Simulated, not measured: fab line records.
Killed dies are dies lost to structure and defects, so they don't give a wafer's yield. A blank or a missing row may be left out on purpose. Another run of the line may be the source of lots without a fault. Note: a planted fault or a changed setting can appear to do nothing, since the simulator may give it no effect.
Which tool is to blame? | flow nand-harc | 24 lots with 72 wafers sampled at 3 steps, on a route of 1302 steps

== WHAT THE GAUGES SHOWED, per wafer ==
NHARC_A_BONDPAD_OVL_MEAS_35.
lot  | measured     | on         | overlay-x-nm (nm) | overlay-y-nm (nm)
L075 | day 23 06:55 | overlay-01 | -9 -9 -9          | -4 -4 -4
L077 | day 23 16:26 | overlay-01 | 6 6 6             | -1 0 0
L076 | day 23 22:57 | overlay-02 | 5 5 6             | -2 -1 -2
L078 | day 24 00:46 | overlay-01 | -10 -9 -9         | 3 3 2
L074 | day 24 01:44 | overlay-02 | -8 -9 -9          | -1 -1 -2
L081 | day 24 23:58 | overlay-01 | 5 5 5             | -5 -5 -5
L079 | day 25 02:01 | overlay-02 | 8 8 9             | -1 -1 -1
L080 | day 25 04:10 | overlay-01 | -5 -5 -6          | 6 7 7
L083 | day 26 09:13 | overlay-01 | 1 1 0             | -1 -1 -1
L082 | day 26 12:33 | overlay-01 | -4 -5 -4          | -2 -3 -2
L085 | day 27 10:35 | overlay-02 | 4 4 4             | -1 -2 -1
L084 | day 27 22:11 | overlay-01 | -3 -3 -3          | -5 -7 -6
L086 | day 28 10:11 | overlay-01 | 1 2 2             | 13 13 13
L087 | day 29 03:25 | overlay-02 | 5 5 5             | 3 3 3
L090 | day 29 05:22 | overlay-01 | 1 1 1             | -4 -3 -4
L088 | day 29 07:50 | overlay-02 | 2 1 2             | 6 6 7
L089 | day 29 09:41 | overlay-02 | -4 -4 -5          | -5 -6 -6
L091 | day 29 15:13 | overlay-01 | -12 -12 -12       | 7 8 7
L092 | day 30 21:32 | overlay-01 | 6 5 6             | 7 7 7
L093 | day 31 06:53 | overlay-02 | -2 -2 -1          | -4 -4 -5
L095 | day 32 05:16 | overlay-02 | 2 3 3             | 0 0 0
L096 | day 32 07:28 | overlay-02 | 1 2 1             | 3 4 4
L094 | day 32 11:16 | overlay-02 | 3 3 3             | -1 -2 -1
L097 | day 33 01:49 | overlay-01 | 3 2 2             | -2 -2 -2

== TOOL THAT RAN EACH LOT (tool first, then ch and the chambers of the sampled wafers, then the start) ==
lot  | NHARC_A_M0_DEP_32               | NHARC_A_M1_DESCUM_14
L075 | pecvd-02 ch 0,2, day 23 01:00   | rie-diel-02 ch 0,2, day 23 02:17
L077 | pecvd-03 ch 0,1,2, day 23 10:29 | rie-diel-02 ch 0,2,3, day 23 11:46
L076 | pecvd-01 ch 0,1,2, day 23 16:31 | rie-diel-02 ch 0,3, day 23 18:28
L078 | pecvd-02 ch 1,2, day 23 18:39   | rie-diel-02 ch 0,1,3, day 23 20:13
L074 | pecvd-02 ch 1,2, day 23 19:54   | rie-diel-03 ch 0,1,3, day 23 21:16
L081 | pecvd-02 ch 0,1,2, day 24 18:02 | rie-diel-03 ch 1,2, day 24 19:26
L079 | pecvd-03 ch 0,2, day 24 19:57   | rie-diel-07 ch 2,3, day 24 21:22
L080 | pecvd-02 ch 0,2, day 24 21:56   | rie-diel-03 ch 1,3, day 24 23:24
L083 | pecvd-03 ch 1,2, day 26 03:05   | rie-diel-03 ch 2,3, day 26 04:25
L082 | pecvd-03 ch 1,2, day 26 06:35   | rie-diel-02 ch 0,2,3, day 26 08:02
L085 | pecvd-02 ch 1,2, day 27 04:32   | rie-diel-07 ch 1,3, day 27 05:59
L084 | pecvd-03 ch 0,1,2, day 27 16:26 | rie-diel-07 ch 0,1,3, day 27 17:44
L086 | pecvd-02 ch 1,2, day 27 20:59   | rie-diel-02 ch 2,3, day 27 22:17
L087 | pecvd-02 ch 0,1,2, day 28 21:32 | rie-diel-02 ch 1,2, day 28 22:48
L090 | pecvd-01 ch 1,2, day 28 23:32   | rie-diel-02 ch 0,3, day 29 00:45
L088 | pecvd-02 ch 0,1, day 29 01:50   | rie-diel-02 ch 1,3, day 29 03:16
L089 | pecvd-03 ch 0,1,2, day 29 03:53 | rie-diel-07 ch 1,2,3, day 29 05:12
L091 | pecvd-03 ch 0,2, day 29 09:15   | rie-diel-02 ch 0,1,2, day 29 10:38
L092 | pecvd-03 ch 0,2, day 30 15:31   | rie-diel-07 ch 0,2,3, day 30 16:53
L093 | pecvd-02 ch 1, day 31 00:48     | rie-diel-02 ch 1,2,3, day 31 02:22
L095 | pecvd-02 ch 0,1, day 31 23:11   | rie-diel-07 ch 0,2,3, day 32 00:38
L096 | pecvd-02 ch 0,1, day 32 01:32   | rie-diel-02 ch 0,1,3, day 32 02:51
L094 | pecvd-02 ch 0,2, day 32 04:55   | rie-diel-07 ch 0,2,3, day 32 06:18
L097 | pecvd-02 ch 0,1, day 32 19:55   | rie-diel-02 ch 0,3, day 32 21:11
- NHARC_A_M0_DEP_32: deposits SiCN, target thk 30 nm.
- NHARC_A_M1_DESCUM_14: chemistry O2, time 3 s.

== WHAT THE TOOLS THEMSELVES READ (means of the sampled wafers that have a number; where no wafer has one, the mark that the record gives instead) ==
NHARC_A_M0_DEP_32.
lot  | tool     | heater-power-w (W)
L075 | pecvd-02 | 687
L077 | pecvd-03 | 601
L076 | pecvd-01 | 618
L078 | pecvd-02 | 586
L074 | pecvd-02 | 643
L081 | pecvd-02 | 614
L079 | pecvd-03 | 676
L080 | pecvd-02 | 642
L083 | pecvd-03 | 575
L082 | pecvd-03 | 587
L085 | pecvd-02 | 624
L084 | pecvd-03 | 643
L086 | pecvd-02 | 602
L087 | pecvd-02 | 638
L090 | pecvd-01 | 606
L088 | pecvd-02 | 568
L089 | pecvd-03 | 636
L091 | pecvd-03 | 655
L092 | pecvd-03 | 659
L093 | pecvd-02 | 557
L095 | pecvd-02 | 613
L096 | pecvd-02 | 666
L094 | pecvd-02 | 716
L097 | pecvd-02 | 633

NHARC_A_M1_DESCUM_14.
lot  | tool        | chamber-pressure-mTorr (mTorr) | drypump-motor-current-A (A) | oes-product-au (a.u.) | rf-vpp-V (V) | showerhead-plenum-p-Torr (Torr) | throttle-valve-pct (%)
L075 | rie-diel-02 | 60.04                          | 5.7                         | 0.996                 | 57.8         | 1.94                            | 11.315
L077 | rie-diel-02 | 60.02                          | 5.8                         | 0.997                 | 58.0         | 1.98                            | 11.310
L076 | rie-diel-02 | 60.06                          | 5.7                         | 0.998                 | 57.8         | 1.95                            | 11.315
L078 | rie-diel-02 | 59.95                          | 5.7                         | 0.999                 | 58.6         | 1.97                            | 11.304
L074 | rie-diel-03 | 59.99                          | 5.8                         | 0.998                 | 57.9         | 1.95                            | 11.305
L081 | rie-diel-03 | 59.99                          | 5.4                         | 1.014                 | 58.3         | 1.92                            | 11.306
L079 | rie-diel-07 | 60.03                          | 6.2                         | 0.996                 | 57.5         | 1.91                            | 11.315
L080 | rie-diel-03 | 60.02                          | 5.6                         | 0.993                 | 58.0         | 2.02                            | 11.312
L083 | rie-diel-03 | 59.97                          | 5.5                         | 1.001                 | 58.3         | 1.93                            | 11.304
L082 | rie-diel-02 | 59.94                          | 5.8                         | 0.991                 | 57.7         | 1.98                            | 11.315
L085 | rie-diel-07 | 59.97                          | 5.8                         | 1.003                 | 58.0         | 1.97                            | 11.316
L084 | rie-diel-07 | 60.01                          | 5.5                         | 1.002                 | 58.2         | 1.99                            | 11.308
L086 | rie-diel-02 | 60.00                          | 5.9                         | 0.999                 | 58.3         | 2.01                            | 11.309
L087 | rie-diel-02 | 59.99                          | 5.8                         | 0.998                 | 58.9         | 2.00                            | 11.313
L090 | rie-diel-02 | 59.95                          | 5.8                         | 1.011                 | 59.1         | 1.98                            | 11.314
L088 | rie-diel-02 | 60.05                          | 5.8                         | 0.999                 | 57.3         | 2.00                            | 11.318
L089 | rie-diel-07 | 60.01                          | 5.8                         | 0.993                 | 57.9         | 1.94                            | 11.310
L091 | rie-diel-02 | 59.98                          | 5.8                         | 1.003                 | 58.5         | 1.97                            | 11.307
L092 | rie-diel-07 | 60.00                          | 6.0                         | 0.988                 | 58.0         | 1.92                            | 11.313
L093 | rie-diel-02 | 59.99                          | 5.9                         | 1.003                 | 57.6         | 2.01                            | 11.299
L095 | rie-diel-07 | 60.04                          | 6.0                         | 0.989                 | 57.9         | 1.92                            | 11.307
L096 | rie-diel-02 | 59.97                          | 5.8                         | 0.999                 | 57.1         | 1.97                            | 11.307
L094 | rie-diel-07 | 59.93                          | 6.0                         | 0.998                 | 57.8         | 1.92                            | 11.313
L097 | rie-diel-02 | 60.02                          | 5.7                         | 1.008                 | 57.2         | 1.95                            | 11.314

== THE ANSWER, worked out from the rows above alone ==
Rule: the lots themselves supply what counts as usual. Put in order of their means at a reading, lots are off if they are a third of the lots or fewer, leave a main group of 4 or more, and stand apart from it by a gap of 3 or more times the standard deviation of the main group's means; of several such gaps the widest counts. If all means in a main group match to the digits the tables above print for the reading, that group is not used. Also off: a lot with no number at a reading for which 4 or more lots have one. All remaining lots with rows at the step are treated as sound. After the gauges, taken in route order, come the tools' own readings; for these a lot's mean is taken, as printed above. The first step at which some lot is off is used, and at that step the reading that is off furthest; a lot without a number counts as furthest.
Nothing can be told from this: no lot is off at any reading shown.

== WHAT THE SIMULATOR HAD INSERTED ==
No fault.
